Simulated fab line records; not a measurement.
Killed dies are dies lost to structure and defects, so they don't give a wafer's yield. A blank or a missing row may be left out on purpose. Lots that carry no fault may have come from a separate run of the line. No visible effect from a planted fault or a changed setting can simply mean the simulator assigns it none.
Which of the tools did it? || flow n5 finfet || Sampling: 9 lots, 27 wafers, 6 of 1938 route steps

## WHAT THE GAUGES READ, wafer by wafer
N5_BEOL_M1_CD_MEAS_18: pitch 36 nm, target cd 18 nm.
{"lot": "L451", "measured": "day 6 04:32", "on": "cd sem-03", "cd nm (nm)": "18.3 17.7 18.9"}
{"lot": "L453", "measured": "day 6 14:28", "on": "cd sem-03", "cd nm (nm)": "18.7 18.6 17.8"}
{"lot": "L454", "measured": "day 6 17:49", "on": "cd sem-02", "cd nm (nm)": "18.1 17.8 18.3"}
{"lot": "L466", "measured": "day 10 02:16", "on": "cd sem-01", "cd nm (nm)": "18.3 17.5 18.0"}
{"lot": "L465", "measured": "day 10 02:20", "on": "cd sem-03", "cd nm (nm)": "17.7 18.1 18.2"}
{"lot": "L467", "measured": "day 10 14:38", "on": "cd sem-02", "cd nm (nm)": "17.6 18.2 18.0"}
{"lot": "L468", "measured": "day 10 17:40", "on": "cd sem-03", "cd nm (nm)": "17.5 17.9 18.1"}
{"lot": "L469", "measured": "day 10 19:12", "on": "cd sem-02", "cd nm (nm)": "17.1 18.0 17.9"}
{"lot": "L472", "measured": "day 11 08:12", "on": "cd sem-02", "cd nm (nm)": "17.9 18.0 17.9"}

N5_BEOL_M1_OCD_MEAS_38.
{"lot": "L451", "measured": "day 6 13:09", "on": "ocd-02", "trench depth nm (nm)": "54.3 54.9 54.9"}
{"lot": "L453", "measured": "day 6 16:56", "on": "ocd-01", "trench depth nm (nm)": "54.4 56.4 54.3"}
{"lot": "L454", "measured": "day 6 18:55", "on": "ocd-01", "trench depth nm (nm)": "55.6 54.6 56.3"}
{"lot": "L466", "measured": "day 10 03:40", "on": "ocd-02", "trench depth nm (nm)": "0 0.2 0.0"}
{"lot": "L465", "measured": "day 10 03:46", "on": "ocd-01", "trench depth nm (nm)": "0.1 0.1 0"}
{"lot": "L467", "measured": "day 10 17:53", "on": "ocd-02", "trench depth nm (nm)": "56.5 57.0 54.8"}
{"lot": "L468", "measured": "day 10 23:16", "on": "ocd-01", "trench depth nm (nm)": "57.4 54.6 56.0"}
{"lot": "L469", "measured": "day 10 23:56", "on": "ocd-01", "trench depth nm (nm)": "55.1 56.8 57.3"}
{"lot": "L472", "measured": "day 11 10:53", "on": "ocd-02", "trench depth nm (nm)": "56.6 55.0 54.4"}

N5_BEOL_M4_RC_MEAS_101.
{"lot": "L451", "measured": "day 8 04:59", "on": "prober-02", "DIBL_N (mV/V)": "36.6 37.2 34.5", "DIBL_P (mV/V)": "37.3 38.7 35.6", "IOFF_N (nA/um)": "0.13 0.17 0.12", "IOFF_P (nA/um)": "0.17 0.19 0.15", "ION_N (uA/um)": "652 679 660", "ION_P (uA/um)": "446 456 444", "SS_N (mV/dec)": "71.1 72.3 70.7", "SS_P (mV/dec)": "72.5 74.0 72.3", "VT_N (mV)": "254 247 255", "VT_P (mV)": "-257 -251 -256"}
{"lot": "L453", "measured": "day 8 11:39", "on": "prober-02", "DIBL_N (mV/V)": "35.8 35.9 38.0", "DIBL_P (mV/V)": "36.9 35.7 39.7", "IOFF_N (nA/um)": "0.15 0.15 0.19", "IOFF_P (nA/um)": "0.22 0.19 0.27", "ION_N (uA/um)": "678 664 675", "ION_P (uA/um)": "470 457 469", "SS_N (mV/dec)": "71.6 71.4 72.2", "SS_P (mV/dec)": "73.6 72.8 74.3", "VT_N (mV)": "248 249 249", "VT_P (mV)": "-250 -252 -249"}
{"lot": "L454", "measured": "day 8 13:38", "on": "prober-02", "DIBL_N (mV/V)": "36.3 37.3 37.1", "DIBL_P (mV/V)": "35.6 37.0 36.1", "IOFF_N (nA/um)": "0.16 0.18 0.16", "IOFF_P (nA/um)": "0.23 0.25 0.22", "ION_N (uA/um)": "683 680 680", "ION_P (uA/um)": "474 465 472", "SS_N (mV/dec)": "71.8 71.7 71.6", "SS_P (mV/dec)": "73.3 73.5 73.8", "VT_N (mV)": "247 247 248", "VT_P (mV)": "-250 -246 -250"}
{"lot": "L467", "measured": "day 12 12:28", "on": "prober-02", "DIBL_N (mV/V)": "34.2 33.3 36.3", "DIBL_P (mV/V)": "33.8 32.6 36.6", "IOFF_N (nA/um)": "0.13 0.13 0.17", "IOFF_P (nA/um)": "0.18 0.17 0.23", "ION_N (uA/um)": "647 657 665", "ION_P (uA/um)": "455 459 457", "SS_N (mV/dec)": "70.6 70.6 72.2", "SS_P (mV/dec)": "72.7 72.4 73.4", "VT_N (mV)": "253 251 248", "VT_P (mV)": "-253 -251 -250"}
{"lot": "L468", "measured": "day 12 09:08", "on": "prober-02", "DIBL_N (mV/V)": "34.6 35.1 36.8", "DIBL_P (mV/V)": "34.6 35.6 38.2", "IOFF_N (nA/um)": "0.12 0.13 0.15", "IOFF_P (nA/um)": "0.18 0.19 0.23", "ION_N (uA/um)": "661 667 679", "ION_P (uA/um)": "458 461 470", "SS_N (mV/dec)": "71.6 71.1 72.1", "SS_P (mV/dec)": "72.5 72.6 73.9", "VT_N (mV)": "254 254 251", "VT_P (mV)": "-253 -250 -250"}
{"lot": "L469", "measured": "day 12 22:08", "on": "prober-02", "DIBL_N (mV/V)": "34.9 32.7 37.0", "DIBL_P (mV/V)": "35.6 32.1 37.2", "IOFF_N (nA/um)": "0.14 0.12 0.19", "IOFF_P (nA/um)": "0.23 0.18 0.27", "ION_N (uA/um)": "668 677 681", "ION_P (uA/um)": "463 467 472", "SS_N (mV/dec)": "71.3 70.6 71.7", "SS_P (mV/dec)": "73.1 72.5 73.3", "VT_N (mV)": "253 251 245", "VT_P (mV)": "-246 -248 -244"}
{"lot": "L472", "measured": "day 13 06:59", "on": "prober-02", "DIBL_N (mV/V)": "33.0 38.4 35.4", "DIBL_P (mV/V)": "30.8 38.8 34.2", "IOFF_N (nA/um)": "0.11 0.20 0.13", "IOFF_P (nA/um)": "0.15 0.27 0.19", "ION_N (uA/um)": "649 676 670", "ION_P (uA/um)": "449 463 463", "SS_N (mV/dec)": "71.1 71.9 71.2", "SS_P (mV/dec)": "72.6 74.0 72.6", "VT_N (mV)": "257 248 251", "VT_P (mV)": "-254 -244 -249"}

## WHAT TOOL EACH LOT RAN ON (gives the tool, then ch and the chambers of the sampled wafers, and finally the start)
{"lot": "L451", "N5_BEOL_M1_TRENCH_ETCH_37": "rie diel-05 ch 0,2,3, day 6 12:59", "N5_BEOL_M1_DEGAS_44": "pvd sputter-01, day 6 13:24", "N5_BEOL_M1_SURFACE_TREAT_85": "pvd sputter-01, day 6 13:44"}
{"lot": "L453", "N5_BEOL_M1_TRENCH_ETCH_37": "rie diel-04 ch 0,3, day 6 16:46", "N5_BEOL_M1_DEGAS_44": "pvd sputter-02, day 6 17:28", "N5_BEOL_M1_SURFACE_TREAT_85": "pvd sputter-02, day 6 17:47"}
{"lot": "L454", "N5_BEOL_M1_TRENCH_ETCH_37": "rie diel-03 ch 0,1,3, day 6 18:46", "N5_BEOL_M1_DEGAS_44": "pvd sputter-01, day 6 19:09", "N5_BEOL_M1_SURFACE_TREAT_85": "pvd sputter-01, day 6 19:35"}
{"lot": "L466", "N5_BEOL_M1_TRENCH_ETCH_37": "rie diel-05 ch 0,1,2, day 10 03:31", "N5_BEOL_M1_DEGAS_44": "pvd sputter-03, day 10 04:04", "N5_BEOL_M1_SURFACE_TREAT_85": "pvd sputter-02, day 10 04:37"}
{"lot": "L465", "N5_BEOL_M1_TRENCH_ETCH_37": "rie diel-03 ch 0,3, day 10 03:37", "N5_BEOL_M1_DEGAS_44": "pvd sputter-03, day 10 04:09", "N5_BEOL_M1_SURFACE_TREAT_85": "pvd sputter-02, day 10 04:40"}
{"lot": "L467", "N5_BEOL_M1_TRENCH_ETCH_37": "rie diel-03 ch 0,2,3, day 10 17:44", "N5_BEOL_M1_DEGAS_44": "pvd sputter-01, day 10 18:29", "N5_BEOL_M1_SURFACE_TREAT_85": "pvd sputter-03, day 10 18:49"}
{"lot": "L468", "N5_BEOL_M1_TRENCH_ETCH_37": "rie diel-03 ch 0,2,3, day 10 23:06", "N5_BEOL_M1_DEGAS_44": "pvd sputter-01, day 10 23:37", "N5_BEOL_M1_SURFACE_TREAT_85": "pvd sputter-01, day 10 23:58"}
{"lot": "L469", "N5_BEOL_M1_TRENCH_ETCH_37": "rie diel-03 ch 0,2,3, day 10 23:47", "N5_BEOL_M1_DEGAS_44": "pvd sputter-01, day 11 00:10", "N5_BEOL_M1_SURFACE_TREAT_85": "pvd sputter-03, day 11 01:08"}
{"lot": "L472", "N5_BEOL_M1_TRENCH_ETCH_37": "rie diel-03 ch 0,1,3, day 11 10:43", "N5_BEOL_M1_DEGAS_44": "pvd sputter-01, day 11 11:41", "N5_BEOL_M1_SURFACE_TREAT_85": "pvd sputter-01, day 11 12:02"}
- N5_BEOL_M1_TRENCH_ETCH_37: etches SiOC in C4F6/O2, target depth 55.207 nm, time 29 s.
- N5_BEOL_M1_DEGAS_44: time 60 s.
- N5_BEOL_M1_SURFACE_TREAT_85

## AS READ BY THE TOOLS THEMSELVES (means over the sampled wafers that have a number; for cases with no such wafer, the mark the record gives instead)
N5_BEOL_M1_TRENCH_ETCH_37.
{"lot": "L451", "tool": "rie diel-05", "C4F6_flow_sccm (sccm)": 9.99, "O2_flow_sccm (sccm)": 9.998, "drypump motor current A (A)": 5.6, "oes product au (a.u.)": 0.74, "rf fwd power W (W)": 350.6, "rf vpp V (V)": 667, "showerhead plenum p Torr (Torr)": 2.87, "throttle valve pct (%)": 20.85}
{"lot": "L453", "tool": "rie diel-04", "C4F6_flow_sccm (sccm)": 10.00, "O2_flow_sccm (sccm)": 9.996, "drypump motor current A (A)": 5.3, "oes product au (a.u.)": 0.71, "rf fwd power W (W)": 351.2, "rf vpp V (V)": 659, "showerhead plenum p Torr (Torr)": 2.83, "throttle valve pct (%)": 21.02}
{"lot": "L454", "tool": "rie diel-03", "C4F6_flow_sccm (sccm)": 10.01, "O2_flow_sccm (sccm)": 10.014, "drypump motor current A (A)": 5.4, "oes product au (a.u.)": 0.80, "rf fwd power W (W)": 349.0, "rf vpp V (V)": 677, "showerhead plenum p Torr (Torr)": 2.86, "throttle valve pct (%)": 20.96}
{"lot": "L466", "tool": "rie diel-05", "C4F6_flow_sccm (sccm)": "-", "O2_flow_sccm (sccm)": "-", "drypump motor current A (A)": "-", "oes product au (a.u.)": "-", "rf fwd power W (W)": "-", "rf vpp V (V)": "-", "showerhead plenum p Torr (Torr)": "-", "throttle valve pct (%)": "-"}
{"lot": "L465", "tool": "rie diel-03", "C4F6_flow_sccm (sccm)": "-", "O2_flow_sccm (sccm)": "-", "drypump motor current A (A)": "-", "oes product au (a.u.)": "-", "rf fwd power W (W)": "-", "rf vpp V (V)": "-", "showerhead plenum p Torr (Torr)": "-", "throttle valve pct (%)": "-"}
{"lot": "L467", "tool": "rie diel-03", "C4F6_flow_sccm (sccm)": 9.99, "O2_flow_sccm (sccm)": 9.985, "drypump motor current A (A)": 5.4, "oes product au (a.u.)": 0.85, "rf fwd power W (W)": 349.6, "rf vpp V (V)": 675, "showerhead plenum p Torr (Torr)": 2.88, "throttle valve pct (%)": 20.88}
{"lot": "L468", "tool": "rie diel-03", "C4F6_flow_sccm (sccm)": 10.00, "O2_flow_sccm (sccm)": 10.003, "drypump motor current A (A)": 5.4, "oes product au (a.u.)": 0.85, "rf fwd power W (W)": 349.8, "rf vpp V (V)": 673, "showerhead plenum p Torr (Torr)": 2.88, "throttle valve pct (%)": 20.87}
{"lot": "L469", "tool": "rie diel-03", "C4F6_flow_sccm (sccm)": 9.96, "O2_flow_sccm (sccm)": 10.007, "drypump motor current A (A)": 5.4, "oes product au (a.u.)": 0.85, "rf fwd power W (W)": 349.5, "rf vpp V (V)": 673, "showerhead plenum p Torr (Torr)": 2.88, "throttle valve pct (%)": 20.88}
{"lot": "L472", "tool": "rie diel-03", "C4F6_flow_sccm (sccm)": 10.01, "O2_flow_sccm (sccm)": 10.015, "drypump motor current A (A)": 5.4, "oes product au (a.u.)": 0.77, "rf fwd power W (W)": 351.9, "rf vpp V (V)": 676, "showerhead plenum p Torr (Torr)": 2.85, "throttle valve pct (%)": 21.00}

N5_BEOL_M1_DEGAS_44.
{"lot": "L451", "tool": "pvd sputter-01", "heater power w (W)": 290}
{"lot": "L453", "tool": "pvd sputter-02", "heater power w (W)": 325}
{"lot": "L454", "tool": "pvd sputter-01", "heater power w (W)": 311}
{"lot": "L466", "tool": "pvd sputter-03", "heater power w (W)": 299}
{"lot": "L465", "tool": "pvd sputter-03", "heater power w (W)": 290}
{"lot": "L467", "tool": "pvd sputter-01", "heater power w (W)": 333}
{"lot": "L468", "tool": "pvd sputter-01", "heater power w (W)": 311}
{"lot": "L469", "tool": "pvd sputter-01", "heater power w (W)": 330}
{"lot": "L472", "tool": "pvd sputter-01", "heater power w (W)": 335}

## THE ANSWER, worked out from the rows above alone
Rule: what is usual is taken from the lots themselves. Put in order of their means at a reading, lots are off if they are a third of the lots or fewer, leave a main group of 4 or more, and stand apart from it by a gap of 3 or more times the standard deviation of the main group's means; of several such gaps the widest counts. If all means in a main group match to the digits the tables above print for the reading, that group is not used. Also off: a lot with no number at a reading for which 4 or more lots have one. Any other lot the step has rows for is counted as sound. First the gauges in route order, then the tools' own readings, where a lot's mean is used as printed above. The first step at which some lot is off is used, and at that step the reading that is off furthest; a lot without a number counts as furthest.
Off: L466, L465, at N5_BEOL_M1_OCD_MEAS_38 (trench depth nm). The main group: mean 55.6 nm, standard deviation 0.57.
If a tool, at a process step before that reading, ran all the lots that are off and no sound lot after the first of them, it fits. Not tried: the gauges at N5_BEOL_M1_OCD_MEAS_38; whatever is off there is also off at N5_BEOL_M1_TRENCH_ETCH_37, on other tools, and gauge error can't account for it. No candidate that was tried fits.

## WHAT HAD BEEN PUT IN BY THE SIMULATOR
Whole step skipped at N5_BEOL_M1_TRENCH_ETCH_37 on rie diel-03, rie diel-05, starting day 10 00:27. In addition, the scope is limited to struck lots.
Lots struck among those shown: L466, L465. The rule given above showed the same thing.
